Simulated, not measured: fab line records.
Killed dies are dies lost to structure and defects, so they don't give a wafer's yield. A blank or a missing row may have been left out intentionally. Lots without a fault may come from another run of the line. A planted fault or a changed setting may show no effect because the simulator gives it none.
3 desks, one fault | flow n5-finfet | each desk holds nothing but its own numbers, with what lay behind them at the end

METROLOGY DESK
Lot by lot, what the gauges showed, no matter which tool ran the lot: averages of those sampled wafers that carry a number. The brackets show how far a lot's mean lies from the usual mean; more than 4 standard deviations puts the lot out of limits, marked OUT.
Columns: A = cd-nm at N5_PASSIVATION_CD_MEAS_44, usual 40001 nm; B = PASS_OPEN_OVL at N5_PASSIVATION_OVL_MEAS_66, usual 0 nm
lot  | first seen here | A     | B
L755 | day 13 20:25    | 40002 | -3
L761 | day 15 14:28    | 39995 | 3
L763 | day 16 12:34    | 39998 | -3
L765 | day 16 12:58    | 40002 | 7
L767 | day 17 01:41    | 39997 | -2
L773 | day 18 07:25    | 40002 | 6
Result from this desk: across the 6 lots, nothing is out of limits.

THE TOOL OWNER'S DESK: rie-diel-05
The tool's own readings at N5_PASSIVATION_ETCH_54 (etches SiO2 in CHF3/O2, target depth 880 nm, time 440 s): means of the sampled wafers that have a number, for each lot that ran on this tool. The brackets show how far a lot's mean lies from the usual mean; more than 4 standard deviations puts the lot out of limits, marked OUT.
Columns: A = bias-w at N5_PASSIVATION_ETCH_54, usual 170.0 W; B = drypump-motor-current-A at N5_PASSIVATION_ETCH_54, usual 5.8 A; C = oes-product-au at N5_PASSIVATION_ETCH_54, usual 0.85 a.u.; D = rf-vpp-V at N5_PASSIVATION_ETCH_54, usual 529 V; E = showerhead-plenum-p-Torr at N5_PASSIVATION_ETCH_54, usual 2.45 Torr; F = throttle-valve-pct at N5_PASSIVATION_ETCH_54, usual 18.67 %
lot  | first seen here | A               | B   | C    | D              | E    | F
L755 | day 13 20:56    | 170.0           | 6.4 | 0.85 | 531            | 2.51 | 18.85
L761 | day 15 18:00    | 184.4 (+29) OUT | 6.0 | 0.86 | 567 (+4.5) OUT | 2.47 | 18.66
L765 | day 16 13:19    | 184.8 (+30) OUT | 5.7 | 0.86 | 568 (+4.6) OUT | 2.39 | 18.68
This desk finds L761, L765 out of limits, L761 being first, at day 15 18:00 (bias-w at N5_PASSIVATION_ETCH_54). In limits: L755.

THE DEFECT DESK
Lot by lot, what the route's inspections counted, given as the mean of those sampled wafers with a number. The brackets show how far a lot's mean lies from the usual mean; more than 4 standard deviations puts the lot out of limits, marked OUT.
Columns: A = raw-defect-count at N5_PASSIVATION_INSPECT_67, usual 2.1
lot  | first seen here | A
L755 | day 13 20:28    | 2.0
L761 | day 15 14:31    | 1.7
L763 | day 16 12:37    | 3.3
L765 | day 16 13:01    | 1.7
L767 | day 17 01:45    | 2.3
L773 | day 18 07:29    | 1.7
Result from this desk: across the 6 lots, nothing is out of limits.

TAKEN TOGETHER
On L761, L765, at day 15 18:00, an alarm was possible from the tool owner's desk.
At the metrology desk, nothing out of limits was observed.
Nothing the defect desk looked at was out of limits.
The metrology desk has L761, L765 on record, within its limits.
The defect desk has L761, L765 on record, within its limits.
Of the lots named, all ran N5_PASSIVATION_ETCH_54 on rie-diel-05.

WHAT THE SIMULATOR PUT IN
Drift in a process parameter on rie-diel-05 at N5_PASSIVATION_ETCH_54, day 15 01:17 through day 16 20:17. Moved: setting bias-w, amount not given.
Struck lots among those shown: L761, L765.
Hours from the fault's start to each desk's first reading out of limits: the tool owner's desk, 17.
